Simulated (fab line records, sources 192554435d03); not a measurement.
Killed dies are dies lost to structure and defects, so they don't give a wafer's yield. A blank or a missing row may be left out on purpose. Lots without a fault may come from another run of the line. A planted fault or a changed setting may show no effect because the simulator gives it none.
Chamber matching | flow n5_finfet | N5_BEOL_M1_ETCH_70 on rie_diel-01: 3 sister chambers
The step etches SOC in N2/H2, target depth 80 nm, overetch 16 nm, time 120 s. 20 wafers are shown with their chamber, then 6 later ones without.

WAFERS WITH THEIR CHAMBER
wafer  | chamber | showerhead_plenum_p_Torr (Torr) | drypump_motor_current_A (A) | throttle_valve_pct (%)
L075.1 | 0       | 2.66                            | 5.7                         | 18.03
L075.3 | 3       | 2.47                            | 4.7                         | 17.58
L075.6 | 0       | 2.66                            | 5.8                         | 18.06
L079.2 | 0       | 2.65                            | 5.7                         | 18.07
L079.4 | 2       | 2.48                            | 4.9                         | 17.61
L079.5 | 2       | 2.48                            | 4.9                         | 17.61
L080.1 | 3       | 2.47                            | 4.7                         | 17.59
L080.4 | 0       | 2.65                            | 5.8                         | 18.09
L080.6 | 2       | 2.48                            | 5.0                         | 17.62
L082.2 | 2       | 2.48                            | 4.9                         | 17.64
L082.3 | 3       | 2.47                            | 4.7                         | 17.61
L082.6 | 3       | 2.47                            | 4.7                         | 17.59
L083.3 | 0       | 2.65                            | 5.8                         | 18.09
L083.4 | 2       | 2.48                            | 5.0                         | 17.62
L083.5 | 2       | 2.48                            | 5.0                         | 17.63
L087.1 | 3       | 2.47                            | 4.7                         | 17.63
L087.2 | 2       | 2.47                            | 4.9                         | 17.63
L087.3 | 0       | 2.65                            | 5.7                         | 18.09
L088.1 | 2       | 2.47                            | 4.9                         | 17.64
L088.4 | 3       | 2.46                            | 4.7                         | 17.62

SIGNATURES (means of the wafers above)
reading                  | chamber 0 | chamber 2 | chamber 3 | scatter within a chamber
showerhead_plenum_p_Torr | 2.6533    | 2.4775    | 2.4683    | 0.00464
drypump_motor_current_A  | 5.750     | 4.938     | 4.700     | 0.0446
throttle_valve_pct       | 18.0717   | 17.6250   | 17.6033   | 0.0185
Rule: a wafer's distance from a chamber is the root of the sum, over the readings, of the square of ((its reading less the chamber's mean) divided by the reading's scatter). The wafer belongs to the nearest chamber; if the next one is less than 2 further off, it can't be placed. The scatter: the root of (the sum of the squares of (reading less its chamber's mean) over the shown wafers, divided by (wafers less chambers)).

WAFERS WITHOUT THEIR CHAMBER
wafer  | showerhead_plenum_p_Torr (Torr) | drypump_motor_current_A (A) | throttle_valve_pct (%)
L089.1 | 2.47                            | 4.9                         | 17.63
L089.3 | 2.65                            | 5.8                         | 18.10
L092.1 | 2.64                            | 5.7                         | 18.12
L092.2 | 2.47                            | 5.0                         | 17.67
L095.4 | 2.47                            | 5.0                         | 17.66
L095.5 | 2.47                            | 4.9                         | 17.65

WHICH CHAMBER EACH WENT THROUGH
wafer  | from the rows above | in truth
L089.1 | 2                   | 2
L089.3 | 0                   | 0
L092.1 | 0                   | 0
L092.2 | 2                   | 2
L095.4 | 2                   | 2
L095.5 | 2                   | 2
Placed correctly: 6 of 6. Can't be placed from these rows: 0. Placed wrongly: 0.
